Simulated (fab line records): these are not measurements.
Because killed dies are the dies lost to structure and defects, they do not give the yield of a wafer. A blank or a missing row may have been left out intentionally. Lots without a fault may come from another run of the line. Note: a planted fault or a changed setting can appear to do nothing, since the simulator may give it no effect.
fab line records | flow n5_finfet
[record] lots = 12 | wafers = 34 | last_day = 18
route steps=1938 shown BEOL_M8@1377 TV_LITHO@1886 PASSIVATION@1905
lots that met no fault: taken from a fault-free run of the same line
start_h: the number of hours between the record's first day and the start of the first shown wafer of the lot | wait_h: hours elapsed since this lot's preceding step | " the same as in the row above | L1.1+2: one row covering several wafers at once | - value missing, or start not given | * or withheld: withheld | < > ~ a bound
route shown NAME@n: names a module that has steps shown in the file, with the first one's number in the route | usual: mean and standard deviation over wafers with no fault | same: alike in all rows | chamber/n: place in a boat | sites: the reading at each site | _std_site: standard deviation of those values | _edge_site: mean of outer sites minus mean of inner sites | radius_mm: for every site, how far away it sits from the centre of the wafer | mask NAME#n: copy n | behind: the most recent tool/chamber to have shaped the wafer | hold: why the lot was held/for how many hours/how that ended | device: whichever transistor did not switch (one of n, p or np) | end of line: the tests these same wafers got at the end of their route | for a step that has no rows: nothing shown but its recipe | killed: count of dies lost to structure and defects at first sort (not the wafer's yield) | map: a wafer's dies, x killed, . not, _ none there
set.NAME: the run value of the setting; set.NAME@STEP: its run value at that earlier step | model.NAME: the simulator's own value behind a step, which no gauge read
the route's steps for a sample of lots (tables are steps, rows are wafers)
services: when a tool's chamber went out of use (start_h, in hours from the record's first day, below 0 if earlier), for how many hours, and the reason
[[steps]]
[step N5_BEOL_M8_TRENCH_ETCH_37]
[recipe] chemistry = C4F6/O2 | target_depth_a = 934.78 | target = SiCOH_lowk | time_s = 31.2 | ion_energy_ev = 250 | pressure_mtorr = 30 | source_w = 345 | bias_w = 185 | Ar_flow_sccm = 300 | C4F6_flow_sccm = 10 | O2_flow_sccm = 10
[usual] drypump_motor_current_A = 5.8/0.3 | oes_product_au = 0.80/0.09 | rf_vpp_V = 666/22 | showerhead_plenum_p_Torr = 2.81/0.11 | throttle_valve_pct = 20.9/0.33
lot.wafer | tool        | chamber | start_h | wait_h | drypump_motor_current_A | oes_product_au | rf_hours_counter_h | rf_vpp_V | showerhead_plenum_p_Torr | throttle_valve_pct
L181.3    | rie_diel-04 | 2       | 186.58  | -      | 5.8                     | 0.88           | 24                 | 639      | 2.77                     | 20.5
L181.4    | "           | 3       | "       | "      | 6.2                     | 0.90           | 35                 | 653      | 2.80                     | 21.0
L181.6    | "           | 1       | "       | "      | 6.0                     | 0.68           | -                  | 640      | 2.69                     | 20.5
L182.2    | rie_diel-03 | 1       | 189.82  | -      | 5.9                     | 0.92           | 31                 | 694      | 2.79                     | 21.0
L182.4    | "           | 3       | "       | "      | 5.3                     | 0.82           | 69                 | 657      | 2.87                     | 20.7
L182.5    | "           | 0       | "       | "      | 5.7                     | 0.96           | -                  | 685      | 2.91                     | 20.7
L180.1    | rie_diel-03 | 2       | 192.86  | -      | 6.2                     | 0.83           | 74                 | 681      | 3.04                     | 21.6
L180.2    | "           | 1       | "       | "      | 5.9                     | 0.93           | 32                 | 694      | 2.79                     | 21.0
L180.3    | "           | 0       | "       | "      | 5.7                     | 0.95           | 13                 | 684      | 2.91                     | 20.7
L188.1    | rie_diel-05 | 3       | 282.63  | -      | 5.8                     | 0.76           | 207                | 694      | 2.82                     | 21.2
L188.5    | "           | 3       | "       | "      | 5.8                     | 0.76           | -                  | 694      | 2.82                     | 21.2
L188.6    | "           | 2       | "       | "      | 6.2                     | 0.85           | -                  | 672      | 2.85                     | 20.5
L186.3    | rie_diel-04 | 2       | 282.75  | -      | 5.9                     | 0.83           | 56                 | 640      | 2.76                     | 20.5
L186.4    | "           | 0       | "       | "      | 5.4                     | 0.68           | 230                | 659      | 2.67                     | 21.0
L191.4    | rie_diel-04 | 0       | 284.60  | -      | 5.4                     | 0.68           | 231                | 660      | 2.67                     | 20.9
L191.5    | "           | 3       | "       | "      | 6.1                     | 0.85           | -                  | 653      | 2.79                     | 21.0
L191.6    | "           | 0       | "       | "      | 5.4                     | 0.68           | -                  | 659      | 2.67                     | 21.0
L189.2    | rie_diel-04 | 3       | 289.74  | -      | 6.1                     | 0.87           | 70                 | 653      | 2.79                     | 21.1
L189.3    | "           | 2       | "       | "      | 5.9                     | 0.81           | 58                 | 640      | 2.76                     | 20.5
L189.4    | "           | 0       | "       | "      | 5.4                     | 0.68           | 232                | 659      | 2.67                     | 21.0
L192.1    | rie_diel-03 | 3       | 295.25  | -      | 5.3                     | 0.79           | 102                | 655      | 2.86                     | 20.8
L192.3    | "           | 1       | "       | "      | 6.0                     | 0.89           | 62                 | 693      | 2.77                     | 21.0
L192.4    | "           | 0       | "       | "      | 5.7                     | 0.90           | 41                 | 686      | 2.90                     | 20.7
L193.3    | rie_diel-05 | 3       | 296.18  | -      | 5.8                     | 0.76           | 211                | 695      | 2.82                     | 21.2
L193.5    | "           | 0       | "       | "      | 5.6                     | 0.94           | -                  | 649      | 2.83                     | 20.6
L193.6    | "           | 3       | "       | "      | 5.8                     | 0.76           | -                  | 694      | 2.82                     | 21.2
L199.2    | rie_diel-04 | 0       | 320.75  | -      | 5.4                     | 0.66           | 243                | 661      | 2.67                     | 21.0
L199.3    | "           | 3       | "       | "      | 6.1                     | 0.84           | 81                 | 653      | 2.78                     | 21.1
L199.4    | "           | 2       | "       | "      | 5.8                     | 0.81           | 69                 | 640      | 2.75                     | 20.5
L200.2    | rie_diel-04 | 2       | 328.63  | -      | 5.8                     | 0.81           | 72                 | 638      | 2.75                     | 20.5
L200.4    | "           | 3       | "       | "      | 6.1                     | 0.83           | 83                 | 652      | 2.78                     | 21.1
L200.5    | "           | 0       | "       | "      | 5.4                     | 0.67           | -                  | 658      | 2.67                     | 21.0
L187.1    | rie_diel-03 | 1       | 354.51  | -      | 5.9                     | 0.85           | 81                 | 693      | 2.77                     | 21.1
L187.4    | "           | 2       | "       | "      | 6.2                     | 0.77           | 128                | 681      | 3.01                     | 21.7
[step N5_PASSIVATION_DESCUM_12]
[recipe] chemistry = O2 | time_s = 7.9 | source_power_w = 50 | bias_power_w = 20 | pressure_mtorr = 20 | rf_frequency_hz = 2.712e+07 | temp_c = 40 | o2_flow_sccm = 225
[usual] drypump_motor_current_A = 5.7/0.42 | oes_product_au = 0.80/0.088 | rf_vpp_V = 243.3/1.5 | showerhead_plenum_p_Torr = 2.09/0.087 | throttle_valve_pct = 20.42/0.25
lot.wafer | tool        | chamber | start_h | wait_h | drypump_motor_current_A | oes_product_au | rf_hours_counter_h | rf_vpp_V | showerhead_plenum_p_Torr | throttle_valve_pct
L181.3    | rie_diel-06 | 1       | 234.63  | 1.0    | 5.2                     | 0.78           | 89                 | 243.3    | 2.19                     | 20.63
L181.4    | "           | 3       | "       | "      | 5.1                     | 0.91           | -                  | 243.4    | 2.03                     | 20.24
L181.6    | "           | 1       | "       | "      | 5.2                     | 0.79           | -                  | 244.4    | 2.19                     | 20.66
L182.2    | rie_diel-01 | 3       | 235.07  | 1.1    | 6.4                     | 0.87           | 23                 | 243.5    | 2.11                     | 19.74
L182.4    | "           | 2       | "       | "      | 5.5                     | 0.70           | 230                | 244.3    | 2.16                     | 20.64
L182.5    | "           | 2       | "       | "      | 5.4                     | 0.70           | -                  | 245.0    | 2.16                     | 20.65
L180.1    | rie_diel-01 | 2       | 244.94  | 0.7    | 5.5                     | 0.70           | 234                | 243.4    | 2.16                     | 20.66
L180.2    | "           | 1       | "       | "      | 5.2                     | 0.67           | 236                | 243.5    | 2.13                     | 20.51
L180.3    | "           | 0       | "       | "      | 5.9                     | 0.94           | 7                  | 243.3    | 2.04                     | 20.34
L188.1    | rie_diel-06 | 2       | 338.23  | 0.1    | 6.2                     | 0.98           | 1                  | 243.2    | 2.17                     | 20.05
L188.5    | "           | 3       | "       | "      | 5.1                     | 0.86           | -                  | 242.5    | 2.02                     | 20.32
L188.6    | "           | 2       | "       | "      | 6.2                     | 0.97           | -                  | 244.2    | 2.17                     | 20.04
L191.4    | rie_diel-02 | 0       | 348.81  | 0.1    | 5.7                     | 0.71           | 213                | 245.3    | 2.15                     | 20.72
L191.5    | "           | 3       | "       | "      | 6.3                     | 0.73           | -                  | 239.4    | 1.92                     | 20.57
L191.6    | "           | 0       | "       | "      | 5.6                     | 0.71           | -                  | 244.8    | 2.15                     | 20.72
L186.3    | rie_diel-06 | 0       | 359.42  | 0.3    | 5.5                     | 0.84           | 65                 | 241.9    | 2.02                     | 20.32
L186.4    | "           | 2       | "       | "      | 6.2                     | 0.94           | -                  | 243.4    | 2.16                     | 20.06
L189.2    | rie_diel-02 | 1       | 359.88  | 0.6    | 5.8                     | 0.70           | 201                | 242.7    | 2.08                     | 20.44
L189.3    | "           | 2       | "       | "      | 5.7                     | 0.86           | 67                 | 245.0    | 2.22                     | 20.57
L189.4    | "           | 0       | "       | "      | 5.7                     | 0.70           | 217                | 245.0    | 2.15                     | 20.72
L192.1    | rie_diel-01 | 1       | 363.28  | 0.3    | 5.2                     | 0.92           | 20                 | 245.1    | 2.12                     | 20.14
L192.3    | "           | 0       | "       | "      | 5.9                     | 0.85           | 48                 | 243.8    | 2.03                     | 20.41
L192.4    | "           | 3       | "       | "      | 6.4                     | 0.80           | 65                 | 243.0    | 2.09                     | 19.80
L193.3    | rie_diel-06 | 0       | 370.54  | 0.0    | 5.5                     | 0.82           | 68                 | 242.3    | 2.02                     | 20.33
L193.5    | "           | 0       | "       | "      | 5.5                     | 0.84           | -                  | 243.8    | 2.02                     | 20.33
L193.6    | "           | 3       | "       | "      | 5.1                     | 0.85           | -                  | 241.0    | 2.02                     | 20.31
L199.2    | rie_diel-01 | 3       | 389.29  | 0.0    | 6.4                     | 0.80           | 73                 | 242.2    | 2.09                     | 19.81
L199.3    | "           | 0       | "       | "      | 5.9                     | 0.83           | 55                 | 241.5    | 2.02                     | 20.43
L199.4    | "           | 2       | "       | "      | 5.6                     | 0.92           | 20                 | 244.2    | 2.14                     | 20.50
L200.2    | rie_diel-02 | 2       | 400.06  | 0.4    | 5.7                     | 0.83           | 78                 | 243.4    | 2.22                     | 20.57
L200.4    | "           | 1       | "       | "      | 5.8                     | 0.69           | 213                | 243.0    | 2.07                     | 20.47
L200.5    | "           | 2       | "       | "      | 5.7                     | 0.84           | -                  | 242.5    | 2.22                     | 20.57
L187.1    | rie_diel-01 | 1       | 416.15  | 0.0    | 5.2                     | 0.89           | 36                 | 244.8    | 2.11                     | 20.16
L187.4    | "           | 0       | "       | "      | 5.9                     | 0.83           | 64                 | 241.6    | 2.02                     | 20.43
[step N5_PASSIVATION_CD_MEAS_30]
[recipe] target_cd_nm = 4000 | landing_energy_ev = 500 | detector = se_inlens | polarity = opening
[usual] cd_nm = 4000.0/2.5
[same] landing_energy_ev = 500
lot.wafer | tool      | chamber | start_h | wait_h | cd_nm
L181.3    | cd_sem-03 | 0       | 236.08  | -      | 3997.8
L181.4    | "         | 0       | "       | "      | 3995.1
L181.6    | "         | 0       | "       | "      | 3998.1
L182.2    | cd_sem-03 | 0       | 237.44  | -      | 4002.5
L182.4    | "         | 0       | "       | "      | 4000.9
L182.5    | "         | 0       | "       | "      | 4004.7
L180.1    | cd_sem-03 | 0       | 247.90  | -      | 3999.4
L180.2    | "         | 0       | "       | "      | 3998.0
L180.3    | "         | 0       | "       | "      | 4000.3
L188.1    | cd_sem-01 | 0       | 339.77  | -      | 4003.6
L188.5    | "         | 0       | "       | "      | 4004.6
L188.6    | "         | 0       | "       | "      | 3997.8
L191.4    | cd_sem-03 | 0       | 350.56  | -      | 3999.0
L191.5    | "         | 0       | "       | "      | 4001.4
L191.6    | "         | 0       | "       | "      | 4001.4
L186.3    | cd_sem-01 | 0       | 360.84  | -      | 3999.0
L186.4    | "         | 0       | "       | "      | 3996.0
L189.2    | cd_sem-01 | 0       | 361.21  | -      | 4000.8
L189.3    | "         | 0       | "       | "      | 4003.1
L189.4    | "         | 0       | "       | "      | 4000.0
L192.1    | cd_sem-01 | 0       | 364.91  | -      | 4003.2
L192.3    | "         | 0       | "       | "      | 3998.5
L192.4    | "         | 0       | "       | "      | 4001.6
L193.3    | cd_sem-01 | 0       | 372.41  | -      | 4002.0
L193.5    | "         | 0       | "       | "      | 3997.8
L193.6    | "         | 0       | "       | "      | 3999.9
L199.2    | cd_sem-03 | 0       | 393.45  | -      | 4000.5
L199.3    | "         | 0       | "       | "      | 3995.5
L199.4    | "         | 0       | "       | "      | 3997.5
L200.2    | cd_sem-02 | 0       | 401.71  | -      | 3997.2
L200.4    | "         | 0       | "       | "      | 3997.7
L200.5    | "         | 0       | "       | "      | 3996.1
L187.1    | cd_sem-01 | 0       | 418.17  | -      | 4001.1
L187.4    | "         | 0       | "       | "      | 3999.2
[step N5_PASSIVATION_PROBE_49]
[usual] defect_limited_yield = 91.2/1.4 | killed_at_M0_to_M3 = 33/9.5 | killed_at_M4_up = 13/4.7 | killed_at_contacts = 11/5.3 | killed_at_front_end = 42/12 | killed_at_other = 5/3.3 | killed_dies = 104/17 | killed_on_rim = 14/4 | killed_open = 67/12 | killed_short = 33/7.7 | sort_bin_4_leakage = 0.01/0.058 | sort_bin_5_function = 5.1/0.94 | sort_bin_6_memory = 3.3/0.67 | sort_bin_8_speed = 0.1/1.3 | sort_n_pass = 1074/24 | sort_yield_pct = 91.1/2
[same] gross_dies = 1180 | killed_at_back_side = 0
lot.wafer | tool      | chamber | start_h | wait_h | defect_limited_yield[%] | killed_at_M0_to_M3 | killed_at_M4_up | killed_at_contacts | killed_at_front_end | killed_at_other | killed_dies | killed_on_rim | killed_open | killed_short | sort_bin_4_leakage[%] | sort_bin_5_function[%] | sort_bin_6_memory[%] | sort_bin_8_speed[%] | sort_n_pass | sort_yield_pct[%]
L181.3    | prober-01 | -       | 241.67  | 0.1    | 90.8                    | 37                 | 16              | 10                 | 41                  | 5               | 109         | 6             | 68          | 36           | 0                     | 5.5                    | 3.3                  | 0                   | 1071        | 90.8
L181.4    | prober-01 | -       | 241.72  | 0.2    | 92.6                    | 38                 | 10              | 12                 | 23                  | 4               | 87          | 10            | 61          | 23           | 0                     | 4.4                    | 2.7                  | 0.1                 | 1092        | 92.5
L181.6    | prober-01 | -       | 241.82  | 0.3    | 91.6                    | 28                 | 18              | 17                 | 33                  | 3               | 99          | 20            | 69          | 25           | 0                     | 4.8                    | 3.0                  | 0.1                 | 1081        | 91.6
L182.2    | prober-02 | -       | 243.16  | 0.1    | 93.2                    | 26                 | 6               | 11                 | 31                  | 6               | 80          | 10            | 53          | 27           | 0                     | 3.6                    | 3.1                  | 0.4                 | 1095        | 92.8
L182.4    | prober-02 | -       | 243.26  | 0.2    | 91.2                    | 36                 | 11              | 11                 | 43                  | 3               | 104         | 15            | 71          | 32           | 0                     | 5.3                    | 3.3                  | 0                   | 1076        | 91.2
L182.5    | prober-02 | -       | 243.31  | 0.2    | 90.8                    | 30                 | 9               | 15                 | 43                  | 12              | 109         | 15            | 70          | 38           | 0                     | 5.3                    | 3.6                  | 0                   | 1071        | 90.8
L188.1    | prober-02 | -       | 345.58  | 0.0    | 89.0                    | 37                 | 19              | 14                 | 55                  | 5               | 130         | 17            | 91          | 33           | 0                     | 6.2                    | 4.4                  | 0                   | 1050        | 89.0
L188.6    | prober-02 | -       | 345.83  | 0.3    | 89.3                    | 28                 | 23              | 15                 | 57                  | 3               | 126         | 13            | 85          | 38           | 0                     | 6.3                    | 4.0                  | 0                   | 1054        | 89.3
L191.4    | prober-02 | -       | 357.10  | 0.2    | 88.7                    | 58                 | 16              | 9                  | 48                  | 2               | 133         | 13            | 87          | 42           | 0                     | 6.3                    | 4.7                  | 0                   | 1047        | 88.7
L191.5    | prober-02 | -       | 357.15  | 0.2    | 90.3                    | 46                 | 15              | 19                 | 25                  | 9               | 114         | 10            | 67          | 41           | 0                     | 5.8                    | 3.4                  | 0                   | 1066        | 90.3
L191.6    | prober-02 | -       | 357.20  | 0.3    | 90.4                    | 40                 | 9               | 12                 | 51                  | 1               | 113         | 17            | 74          | 36           | 0                     | 4.6                    | 4.5                  | 0                   | 1067        | 90.4
L189.2    | prober-02 | -       | 366.46  | 0.1    | 88.1                    | 41                 | 15              | 21                 | 61                  | 2               | 140         | 18            | 94          | 44           | 0.08                  | 6.7                    | 5.0                  | 0                   | 1039        | 88.1
L189.3    | prober-02 | -       | 366.51  | 0.1    | 90.5                    | 33                 | 5               | 10                 | 61                  | 3               | 112         | 11            | 69          | 42           | 0                     | 5.3                    | 3.6                  | 0                   | 1068        | 90.5
L189.4    | prober-02 | -       | 366.56  | 0.2    | 89.4                    | 58                 | 5               | 14                 | 40                  | 8               | 125         | 17            | 84          | 41           | 0                     | 5.9                    | 4.5                  | 0                   | 1055        | 89.4
L193.3    | prober-01 | -       | 379.48  | 1.4    | 88.4                    | 29                 | 15              | 6                  | 82                  | 5               | 137         | 22            | 77          | 59           | 0                     | 7.5                    | 3.6                  | 0                   | 1043        | 88.4
L193.5    | prober-01 | -       | 379.58  | 1.5    | 91.5                    | 23                 | 14              | 6                  | 55                  | 2               | 100         | 15            | 62          | 35           | 0                     | 6.1                    | 2.1                  | 0                   | 1080        | 91.5
L193.6    | prober-01 | -       | 379.63  | 1.6    | 87.8                    | 37                 | 16              | 12                 | 68                  | 11              | 144         | 21            | 87          | 57           | 0                     | 7.4                    | 4.4                  | 0                   | 1036        | 87.8
L199.2    | prober-01 | -       | 398.92  | 0.1    | 91.7                    | 22                 | 6               | 16                 | 46                  | 8               | 98          | 13            | 60          | 37           | 0                     | 4.8                    | 3.0                  | 0                   | 1082        | 91.7
L199.3    | prober-01 | -       | 398.97  | 0.1    | 92.5                    | 32                 | 8               | 6                  | 33                  | 10              | 89          | 18            | 57          | 32           | 0                     | 4.8                    | 2.5                  | 0                   | 1091        | 92.5
L199.4    | prober-01 | -       | 399.02  | 0.2    | 88.6                    | 22                 | 79              | 4                  | 24                  | 6               | 135         | 26            | 48          | 18           | 0                     | 6.0                    | 2.6                  | 0                   | 1045        | 88.6
L200.2    | prober-02 | -       | 406.94  | 0.1    | 86.2                    | 21                 | 85              | 14                 | 38                  | 5               | 163         | 30            | 63          | 27           | 0                     | 7.9                    | 3.5                  | 0.1                 | 1016        | 86.1
L200.4    | prober-02 | -       | 407.04  | 0.2    | 92.9                    | 18                 | 4               | 17                 | 42                  | 3               | 84          | 11            | 54          | 20           | 0                     | 3.6                    | 2.5                  | 0                   | 1096        | 92.9
L200.5    | prober-02 | -       | 407.09  | 0.2    | 92.2                    | 37                 | 5               | 4                  | 40                  | 6               | 92          | 12            | 60          | 19           | 0                     | 3.7                    | 2.8                  | 0                   | 1088        | 92.2
L187.1    | prober-01 | -       | 423.76  | 0.0    | 91.9                    | 47                 | 9               | 9                  | 24                  | 7               | 96          | 13            | 59          | 36           | 0                     | 4.8                    | 2.9                  | 0.1                 | 1083        | 91.8
L187.4    | prober-01 | -       | 423.91  | 0.2    | 91.9                    | 41                 | 15              | 8                  | 30                  | 2               | 96          | 14            | 60          | 28           | 0                     | 5.1                    | 2.1                  | 0.3                 | 1080        | 91.5
// killed by level:class
L181.3 BEOL_M2:geometric_particle:open=16 FIN_SAQP:geometric_particle:open=12 MOL_CONTACT_COAG:geometric_particle:open=8 FIN_SAQP:geometric_particle:short=7 BEOL_M4:geometric_particle:open=6 BEOL_M0_SAQP:geometric_particle:short=6 BEOL_M3:geometric_particle:open=5 BEOL_M6:geometric_particle:open=4
L181.4 BEOL_M1:geometric_particle:open=13 MOL_CONTACT_COAG:geometric_particle:open=11 FIN_SAQP:geometric_particle:open=5 BEOL_M0_SAQP:geometric_particle:open=5 STI_FIN_REVEAL:geometric_particle:open=5 BEOL_M0_SAQP:geometric_particle:short=5 BEOL_M2:geometric_particle:open=5 BEOL_M4:geometric_particle:open=5
L181.6 MOL_CONTACT_COAG:geometric_particle:open=15 BEOL_M0_SAQP:geometric_particle:short=9 FIN_SAQP:geometric_particle:open=8 BEOL_M2:geometric_particle:open=7 BEOL_M0_SAQP:geometric_particle:open=6 DUMMY_GATE:geometric_particle:open=5 BEOL_M5:geometric_particle:open=5 HKMG_FIN:area_etch=4
L182.2 STI_FIN_REVEAL:geometric_particle:open=10 MOL_CONTACT_COAG:geometric_particle:open=8 BEOL_M0_SAQP:geometric_particle:short=6 BEOL_M0_SAQP:geometric_particle:open=5 BEOL_M2:geometric_particle:open=5 BEOL_M3:geometric_particle:open=5 FIN_SAQP:geometric_particle:short=4 GATE_CUT:geometric_particle:short=4
L182.4 GATE_CUT:geometric_particle:short=9 GATE_CUT:geometric_particle:open=9 MOL_CONTACT_COAG:geometric_particle:open=9 BEOL_M0_SAQP:geometric_particle:open=8 BEOL_M1:geometric_particle:open=8 FIN_SAQP:geometric_particle:short=6 BEOL_M2:geometric_particle:open=6 BEOL_M0:geometric_particle:open=5
L182.5 FIN_SAQP:geometric_particle:short=12 MOL_CONTACT_COAG:geometric_particle:open=12 FIN_SAQP:geometric_particle:open=7 STI_FIN_REVEAL:geometric_particle:open=6 BEOL_M0_SAQP:geometric_particle:open=6 BEOL_M3:geometric_particle:open=6 BEOL_M4:geometric_particle:open=5 MIM_TOP_ETCH:geometric_particle:open=5
L188.1 FIN_SAQP:geometric_particle:open=16 BEOL_M0_SAQP:geometric_particle:open=12 MOL_CONTACT_COAG:geometric_particle:open=11 DUMMY_GATE:geometric_particle:open=9 GATE_CUT:geometric_particle:open=7 FIN_SAQP:geometric_particle:short=5 GATE_CUT:geometric_particle:short=5 BEOL_M0_SAQP:geometric_particle:short=5
L188.6 FIN_SAQP:geometric_particle:short=18 FIN_SAQP:geometric_particle:open=14 MOL_CONTACT_COAG:geometric_particle:open=12 BEOL_M5:geometric_particle:open=10 DUMMY_GATE:geometric_particle:open=8 BEOL_M0_SAQP:geometric_particle:open=8 BEOL_M3:geometric_particle:open=7 BEOL_M0_SAQP:geometric_particle:short=6
L191.4 STI_FIN_REVEAL:geometric_particle:open=17 BEOL_M0_SAQP:geometric_particle:open=16 BEOL_M0_SAQP:geometric_particle:short=13 FIN_SAQP:geometric_particle:open=7 BEOL_M4:geometric_particle:open=7 MOL_CONTACT_COAG:geometric_particle:open=7 STI_FIN_REVEAL:geometric_particle:short=7 STARTING-WAFER:geometric_particle:open=7
L191.5 MOL_CONTACT_COAG:geometric_particle:open=13 BEOL_M3:geometric_particle:short=11 STI_FIN_REVEAL:geometric_particle:open=10 BEOL_M0_SAQP:geometric_particle:open=10 BEOL_M0_SAQP:geometric_particle:short=8 BEOL_M1:geometric_particle:open=8 MOL_CONTACT_COAG:geometric_particle:short=6 PASS1_DEP:geometric_particle:open=5
L191.6 STI_FIN_REVEAL:geometric_particle:open=20 FIN_SAQP:geometric_particle:open=10 MOL_CONTACT_COAG:geometric_particle:open=9 BEOL_M0_SAQP:geometric_particle:short=7 BEOL_M2:geometric_particle:open=7 BEOL_M0_SAQP:geometric_particle:open=5 BEOL_M1:geometric_particle:short=5 BEOL_M3:geometric_particle:open=5
L189.2 STI_FIN_REVEAL:geometric_particle:open=19 MOL_CONTACT_COAG:geometric_particle:open=19 FIN_SAQP:geometric_particle:short=13 BEOL_M0_SAQP:geometric_particle:short=11 BEOL_M0_SAQP:geometric_particle:open=8 DUMMY_GATE:geometric_particle:open=7 BEOL_M3:geometric_particle:open=7 BEOL_M2:geometric_particle:open=6
L189.3 STI_FIN_REVEAL:geometric_particle:open=12 FIN_SAQP:geometric_particle:short=10 BEOL_M3:geometric_particle:open=9 GATE_CUT:geometric_particle:short=8 MOL_CONTACT_COAG:geometric_particle:open=8 BEOL_M0_SAQP:geometric_particle:open=8 FIN_SAQP:geometric_particle:open=7 GATE_CUT:geometric_particle:open=7
L189.4 BEOL_M0_SAQP:geometric_particle:short=18 BEOL_M0_SAQP:geometric_particle:open=18 STI_FIN_REVEAL:geometric_particle:open=14 MOL_CONTACT_COAG:geometric_particle:open=13 BEOL_M2:geometric_particle:open=10 FIN_SAQP:geometric_particle:open=6 BEOL_M1:geometric_particle:open=5 FIN_SAQP:geometric_particle:short=4
L193.3 FIN_SAQP:geometric_particle:open=23 FIN_SAQP:geometric_particle:short=23 DUMMY_GATE:geometric_particle:open=9 ILD0:geometric_particle:open=6 STI_FIN_REVEAL:geometric_particle:open=5 BEOL_M1:geometric_particle:short=5 BEOL_M0_SAQP:geometric_particle:short=5 BEOL_M2:geometric_particle:open=5
L193.5 STI_FIN_REVEAL:geometric_particle:open=12 FIN_SAQP:geometric_particle:short=11 FIN_SAQP:geometric_particle:open=9 STI_FIN_REVEAL:geometric_particle:short=7 DUMMY_GATE:geometric_particle:open=6 BEOL_M0_SAQP:geometric_particle:short=5 BEOL_M0_SAQP:geometric_particle:open=5 BEOL_M2:geometric_particle:open=5
L193.6 FIN_SAQP:geometric_particle:open=19 FIN_SAQP:geometric_particle:short=14 STI_FIN_REVEAL:geometric_particle:open=9 BEOL_M1:geometric_particle:open=8 BEOL_M4:geometric_particle:open=8 MOL_CONTACT_COAG:geometric_particle:open=7 STARTING-WAFER:geometric_particle:short=6 BEOL_M0_SAQP:geometric_particle:short=6
L199.2 MOL_CONTACT_COAG:geometric_particle:open=10 FIN_SAQP:geometric_particle:short=8 FIN_SAQP:geometric_particle:open=7 GATE_CUT:geometric_particle:open=7 BEOL_M3:geometric_particle:open=7 MOL_CONTACT_COAG:geometric_particle:short=6 STI_FIN_REVEAL:geometric_particle:open=5 GATE_CUT:geometric_particle:short=5
L199.3 GATE_CUT:geometric_particle:short=9 BEOL_M0_SAQP:geometric_particle:open=8 STI_FIN_REVEAL:geometric_particle:open=7 FIN_SAQP:geometric_particle:short=6 MOL_CONTACT_COAG:geometric_particle:open=5 BEOL_M0_SAQP:geometric_particle:short=5 BEOL_M1:geometric_particle:open=5 BEOL_M2:geometric_particle:open=5
L199.4 BEOL_M8:unspecified=68 STI_FIN_REVEAL:geometric_particle:open=7 BEOL_M3:geometric_particle:open=6 BEOL_M0_SAQP:geometric_particle:open=5 BEOL_M0_SAQP:geometric_particle:short=5 FIN_SAQP:geometric_particle:short=4 MOL_CONTACT_COAG:geometric_particle:open=4 BEOL_M4:geometric_particle:open=4
L200.2 BEOL_M8:unspecified=71 DUMMY_GATE:geometric_particle:open=11 MOL_CONTACT_COAG:geometric_particle:open=10 BEOL_M3:geometric_particle:open=9 BEOL_M4:geometric_particle:open=9 STI_FIN_REVEAL:geometric_particle:open=7 FIN_SAQP:geometric_particle:open=4 DUMMY_GATE:geometric_particle:short=4
L200.4 MOL_CONTACT_COAG:geometric_particle:open=15 DUMMY_GATE:geometric_particle:open=12 HKMG_FIN:area_etch=10 STI_FIN_REVEAL:geometric_particle:open=6 BEOL_M3:geometric_particle:open=5 FIN_SAQP:geometric_particle:short=4 FIN_SAQP:geometric_particle:open=3 BEOL_M2:geometric_particle:open=3
L200.5 HKMG_FIN:area_etch=12 BEOL_M1:geometric_particle:open=10 BEOL_M0_SAQP:geometric_particle:open=9 BEOL_M2:geometric_particle:open=6 DUMMY_GATE:geometric_particle:open=5 STARTING-WAFER:geometric_particle:open=5 FIN_SAQP:geometric_particle:short=4 STI_FIN_REVEAL:geometric_particle:open=4
L187.1 BEOL_M2:geometric_particle:open=13 BEOL_M0_SAQP:geometric_particle:short=10 MOL_CONTACT_COAG:geometric_particle:open=8 DUMMY_GATE:geometric_particle:open=7 BEOL_M0_SAQP:geometric_particle:open=7 BEOL_M1:geometric_particle:open=5 BEOL_M4:geometric_particle:open=5 FIN_SAQP:geometric_particle:short=4
L187.4 BEOL_M0_SAQP:geometric_particle:open=11 BEOL_M4:geometric_particle:open=10 BEOL_M1:geometric_particle:open=8 BEOL_M2:geometric_particle:open=8 HKMG_FIN:area_etch=8 FIN_SAQP:geometric_particle:short=6 BEOL_M0_SAQP:geometric_particle:short=5 MOL_CONTACT_COAG:geometric_particle:short=5
[[services]]
tool        | chamber | start_h | hours | kind
rie_diel-03 | 3       | 191.96  | 1.7   | repair
rie_diel-02 | 1       | 196.13  | 24.9  | repair
rie_diel-03 | 0       | 210.20  | 8.6   | repair
rie_diel-01 | 2       | 218.89  | 6.3   | repair
rie_diel-03 | 1       | 224.57  | 8.3   | repair
rie_diel-06 | 2       | 227.39  | 4.3   | repair
rie_diel-06 | 1       | 244.69  | 4.1   | repair
rie_diel-04 | 1       | 254.81  | 4.4   | repair
rie_diel-01 | 3       | 282.73  | 4.1   | repair
rie_diel-01 | 0       | 304.06  | 1.6   | repair
rie_diel-06 | -       | 331.06  | 0.5   | repair
rie_diel-04 | 0       | 342.77  | -     | clean
rie_diel-04 | 0       | 342.77  | -     | consumable_replace:focus_ring
rie_diel-05 | 0       | 343.08  | 3.3   | repair
rie_diel-03 | 3       | 343.44  | 1.5   | repair
rie_diel-06 | 1       | 357.97  | 1.8   | repair
rie_diel-05 | 1       | 359.66  | 33.4  | repair
rie_diel-06 | 3       | 387.86  | 1.3   | repair
rie_diel-06 | 2       | 395.30  | 9.7   | repair
rie_diel-05 | 0       | 399.67  | 2.8   | repair
rie_diel-05 | -       | 402.24  | 0.1   | repair
rie_diel-05 | 1       | 409.93  | 3.3   | repair
rie_diel-04 | 0       | 412.80  | 2.4   | repair
rie_diel-02 | 0       | 415.41  | 4.5   | repair
[[key]]
[first_sign] step = N5_PASSIVATION_PROBE_49 | reading = killed_at_M4_up | direction = up | sigmas = 15 | usual = 13 | struck = 82
[effect] step = N5_PASSIVATION_PROBE_49 | reading = defect_limited_yield | direction = down | sigmas = 2.7 | usual = 91.2 | struck = 87.4
[more_kills_born_at] N5_BEOL_M8_TRENCH_ETCH_37@rie_diel-04 = 139
met_at N5_BEOL_M8_TRENCH_ETCH_37
struck_lots L199,L200
struck_wafers L199.4,L200.2
[baseline_loss] step = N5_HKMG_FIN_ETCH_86 | wafers = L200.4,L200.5
not_acting_at N5_PASSIVATION_DESCUM_12,N5_PASSIVATION_CD_MEAS_30
onset_between 289.74 320.75
[fault] kind = chamber_particle_source | tool = rie_diel-04 | chamber = 2 | onset_h = 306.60 | steps = N5_BEOL_M8_TRENCH_ETCH_37 | rate_per_visit_cm2 = 1.9017 | end_h = 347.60
// baseline_loss: these wafers lose ten dies or more at that step, a loss of the line's own and not of a fault; the sort's usual values leave them out
